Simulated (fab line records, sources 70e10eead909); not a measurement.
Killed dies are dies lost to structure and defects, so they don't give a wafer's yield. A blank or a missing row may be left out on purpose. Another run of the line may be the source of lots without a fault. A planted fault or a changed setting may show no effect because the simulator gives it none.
Which tool was responsible? / flow nandHarc / 12 lots, 36 wafers sampled, at 3 steps of a route of 1159

WHAT THE GAUGES SHOWED, per wafer
NHARC_P_STI_INSPECT_25.
lot=L075; measured=day 4 00:35; on=defectInspect-01; rawDefectCount=156 191 158
lot=L077; measured=day 4 08:35; on=defectInspect-02; rawDefectCount=190 241 245
lot=L079; measured=day 5 01:42; on=defectInspect-01; rawDefectCount=159 119 176
lot=L081; measured=day 5 14:47; on=defectInspect-01; rawDefectCount=217 185 255
lot=L083; measured=day 5 23:15; on=defectInspect-02; rawDefectCount=197 203 211
lot=L085; measured=day 6 22:48; on=defectInspect-02; rawDefectCount=222 227 190
lot=L087; measured=day 6 22:48; on=defectInspect-01; rawDefectCount=269 152 134
lot=L089; measured=day 7 13:43; on=defectInspect-01; rawDefectCount=217 189 333
lot=L091; measured=day 8 00:36; on=defectInspect-01; rawDefectCount=192 241 103
lot=L093; measured=day 8 05:19; on=defectInspect-01; rawDefectCount=229 200 203
lot=L095; measured=day 8 19:40; on=defectInspect-01; rawDefectCount=277 232 357
lot=L097; measured=day 9 12:04; on=defectInspect-02; rawDefectCount=236 142 141

WHICH TOOL RAN EACH LOT (tool, then ch and the chambers of the sampled wafers, then the start)
lot=L075; NHARC_P_ZERO_WELL_DESCUM_26=rieDiel-12 ch 0,3, day 1 21:05; NHARC_P_ZERO_WELL_DESCUM_39=rieDiel-11 ch 0,1,2, day 1 22:45
lot=L077; NHARC_P_ZERO_WELL_DESCUM_26=rieDiel-03 ch 0,2,3, day 2 08:38; NHARC_P_ZERO_WELL_DESCUM_39=rieDiel-11 ch 0,2,3, day 2 10:16
lot=L079; NHARC_P_ZERO_WELL_DESCUM_26=rieDiel-11 ch 0,1,2, day 2 20:46; NHARC_P_ZERO_WELL_DESCUM_39=rieDiel-11 ch 0,1,2, day 2 22:16
lot=L081; NHARC_P_ZERO_WELL_DESCUM_26=rieDiel-03 ch 2,3, day 3 08:48; NHARC_P_ZERO_WELL_DESCUM_39=rieDiel-11 ch 0,3, day 3 10:26
lot=L083; NHARC_P_ZERO_WELL_DESCUM_26=rieDiel-12 ch 0,1,2, day 3 20:40; NHARC_P_ZERO_WELL_DESCUM_39=rieDiel-03 ch 1,2, day 3 22:18
lot=L085; NHARC_P_ZERO_WELL_DESCUM_26=rieDiel-12 ch 0,1, day 4 08:50; NHARC_P_ZERO_WELL_DESCUM_39=rieDiel-11 ch 0,1,3, day 4 10:23
lot=L087; NHARC_P_ZERO_WELL_DESCUM_26=rieDiel-03 ch 0,1,3, day 4 20:59; NHARC_P_ZERO_WELL_DESCUM_39=rieDiel-12 ch 1,2,3, day 4 22:38
lot=L089; NHARC_P_ZERO_WELL_DESCUM_26=rieDiel-11 ch 1,2, day 5 08:37; NHARC_P_ZERO_WELL_DESCUM_39=rieDiel-03 ch 1,2,3, day 5 10:14
lot=L091; NHARC_P_ZERO_WELL_DESCUM_26=rieDiel-12 ch 0,3, day 5 20:40; NHARC_P_ZERO_WELL_DESCUM_39=rieDiel-12 ch 0,1, day 5 22:17
lot=L093; NHARC_P_ZERO_WELL_DESCUM_26=rieDiel-11 ch 1,2, day 6 08:38; NHARC_P_ZERO_WELL_DESCUM_39=rieDiel-11 ch 0,1,3, day 6 10:16
lot=L095; NHARC_P_ZERO_WELL_DESCUM_26=rieDiel-12 ch 1,2, day 6 20:45; NHARC_P_ZERO_WELL_DESCUM_39=rieDiel-03 ch 0,3, day 6 22:23
lot=L097; NHARC_P_ZERO_WELL_DESCUM_26=rieDiel-11 ch 0,1, day 7 08:37; NHARC_P_ZERO_WELL_DESCUM_39=rieDiel-11 ch 0,3, day 7 10:10
- NHARC_P_ZERO_WELL_DESCUM_26: chemistry O2, time 3 s.
- NHARC_P_ZERO_WELL_DESCUM_39: chemistry O2, time 3 s.

THE ANSWER, worked out from the rows above alone
Rule: usual is defined by the lots themselves. Put in order of their means at a reading, lots are off if they are a third of the lots or fewer, leave a main group of 4 or more, and stand apart from it by a gap of 3 or more times the standard deviation of the main group's means; of several such gaps the widest counts. The tables above print the reading to a certain number of digits; a main group whose means all agree to those digits is not used. A lot without any number at a reading at which 4 lots or more have one is off too. Where the step has rows for the other lots, those lots are counted as sound.
No lot is off at any reading shown: from this, nothing can be told.

WHAT HAD BEEN PUT IN BY THE SIMULATOR
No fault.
